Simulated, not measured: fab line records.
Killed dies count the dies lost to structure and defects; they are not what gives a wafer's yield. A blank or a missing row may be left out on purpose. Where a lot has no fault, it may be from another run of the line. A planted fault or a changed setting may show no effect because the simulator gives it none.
Chamber matching	flow nand_harc	NHARC_A_CONTACT_ETCH_106 on rie_diel-03 has 4 sister chambers
The step etches the open film in CF4/O2, target depth 90 nm, overetch 9 nm, time 49.5 s. 8 wafers are shown with their chamber, then 7 later ones without.

## WAFERS PAIRED WITH THEIR CHAMBERS
wafer	chamber	showerhead_plenum_p_Torr (Torr)	drypump_motor_current_A (A)
L880.2	0	1.35	5.3
L883.3	3	1.38	6.5
L883.6	2	1.30	5.9
L889.1	0	1.34	5.2
L889.3	2	1.30	5.9
L889.4	1	1.39	6.1
L891.2	3	1.38	6.5
L891.3	1	1.39	6.2

## WAFERS WITH NO CHAMBER GIVEN
wafer	showerhead_plenum_p_Torr (Torr)	drypump_motor_current_A (A)
L891.4	1.30	5.9
L894.2	1.38	6.1
L894.5	1.37	6.5
L894.6	1.29	5.9
L896.2	1.38	6.1
L896.5	1.29	5.9
L896.6	1.37	6.5

## EACH ONE'S CHAMBER
wafer	from the rows above	in truth
L891.4	2	2
L894.2	1	1
L894.5	3	3
L894.6	2	2
L896.2	1	1
L896.5	2	2
L896.6	3	3
7 of 7 placed correctly. Can't be placed from these rows: 0. Wrongly placed: 0.
How it was worked out, from the rows above alone: a wafer's distance from a chamber is the root of the sum, over the readings, of the square of ((its reading less the chamber's mean) divided by the reading's scatter). If the next closest chamber is less than 2 further off than the closest, the wafer can't be placed; otherwise it belongs to the closest. A chamber's mean is the mean of its shown wafers. The scatter is the square root of a quotient: the sum, over the shown wafers, of each reading's squared deviation from its chamber's mean, divided by wafers minus chambers.
